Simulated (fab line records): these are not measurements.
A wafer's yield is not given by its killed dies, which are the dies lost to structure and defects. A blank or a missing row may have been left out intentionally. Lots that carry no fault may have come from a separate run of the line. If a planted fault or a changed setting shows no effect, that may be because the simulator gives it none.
Chamber matching + flow n5-finfet + 4 sister chambers for N5_BEOL_M6_DESCUM_33 on rie-diel-05
The step chemistry O2, time 7 s. 18 wafers are shown with their chamber, then 9 later ones without.

## WAFERS WITH THEIR CHAMBER
| wafer  | chamber | drypump-motor-current-A (A) | showerhead-plenum-p-Torr (Torr) | throttle-valve-pct (%) |
|--------|---------|-----------------------------|---------------------------------|------------------------|
| L075.1 | 3       | 5.7                         | 2.06                            | 20.79                  |
| L075.3 | 2       | 5.9                         | 2.13                            | 20.54                  |
| L075.6 | 1       | 5.1                         | 2.09                            | 20.10                  |
| L074.4 | 2       | 5.9                         | 2.13                            | 20.53                  |
| L074.5 | 1       | 5.1                         | 2.10                            | 20.09                  |
| L074.6 | 0       | 6.4                         | 2.15                            | 20.15                  |
| L076.3 | 0       | 6.4                         | 2.15                            | 20.14                  |
| L076.4 | 3       | 5.7                         | 2.06                            | 20.82                  |
| L076.6 | 2       | 5.9                         | 2.13                            | 20.54                  |
| L081.2 | 2       | 6.0                         | 2.13                            | 20.17                  |
| L081.3 | 0       | 6.4                         | 2.14                            | 20.18                  |
| L081.6 | 2       | 5.9                         | 2.13                            | 20.20                  |
| L084.1 | 1       | 5.1                         | 2.09                            | 20.11                  |
| L084.3 | 0       | 6.4                         | 2.14                            | 20.19                  |
| L084.6 | 3       | 5.7                         | 2.06                            | 20.42                  |
| L089.2 | 1       | 5.1                         | 2.08                            | 20.12                  |
| L089.3 | 2       | 5.9                         | 2.12                            | 20.21                  |
| L089.4 | 0       | 6.4                         | 2.14                            | 20.20                  |

SIGNATURES (averages over the wafers above)
| reading                  | chamber 0 | chamber 1 | chamber 2 | chamber 3 | scatter within a chamber |
|--------------------------|-----------|-----------|-----------|-----------|--------------------------|
| drypump-motor-current-A  | 6.400     | 5.100     | 5.917     | 5.700     | 0.0244                   |
| showerhead-plenum-p-Torr | 2.1440    | 2.0900    | 2.1283    | 2.0600    | 0.00537                  |
| throttle-valve-pct       | 20.1720   | 20.1050   | 20.3650   | 20.6767   | 0.141                    |
Rule: a wafer's distance from a chamber is the root of the sum, over the readings, of the square of ((its reading less the chamber's mean) divided by the reading's scatter). The wafer belongs to the nearest chamber; if the next one is less than 2 further off, it can't be placed. The scatter: the root of (the sum of the squares of (reading less its chamber's mean) over the shown wafers, divided by (wafers less chambers)).

## WAFERS WITH NO CHAMBER GIVEN
| wafer  | drypump-motor-current-A (A) | showerhead-plenum-p-Torr (Torr) | throttle-valve-pct (%) |
|--------|-----------------------------|---------------------------------|------------------------|
| L091.3 | 5.7                         | 2.05                            | 20.45                  |
| L091.4 | 6.5                         | 2.14                            | 20.20                  |
| L091.5 | 5.1                         | 2.08                            | 20.12                  |
| L095.1 | 6.0                         | 2.11                            | 20.23                  |
| L095.2 | 5.1                         | 2.08                            | 20.17                  |
| L095.3 | 5.7                         | 2.05                            | 20.50                  |
| L095.4 | 6.4                         | 2.13                            | 19.82                  |
| L095.5 | 5.7                         | 2.05                            | 20.48                  |
| L095.6 | 5.9                         | 2.11                            | 20.23                  |

## WHICH CHAMBER EACH WENT THROUGH
| wafer  | from the rows above | in truth |
|--------|---------------------|----------|
| L091.3 | 3                   | 3        |
| L091.4 | 0                   | 0        |
| L091.5 | 1                   | 1        |
| L095.1 | 2                   | 2        |
| L095.2 | 1                   | 1        |
| L095.3 | 3                   | 3        |
| L095.4 | 0                   | 0        |
| L095.5 | 3                   | 3        |
| L095.6 | 2                   | 2        |
9 of 9 placed correctly. Can't be placed from these rows: 0. Number placed wrongly: 0.
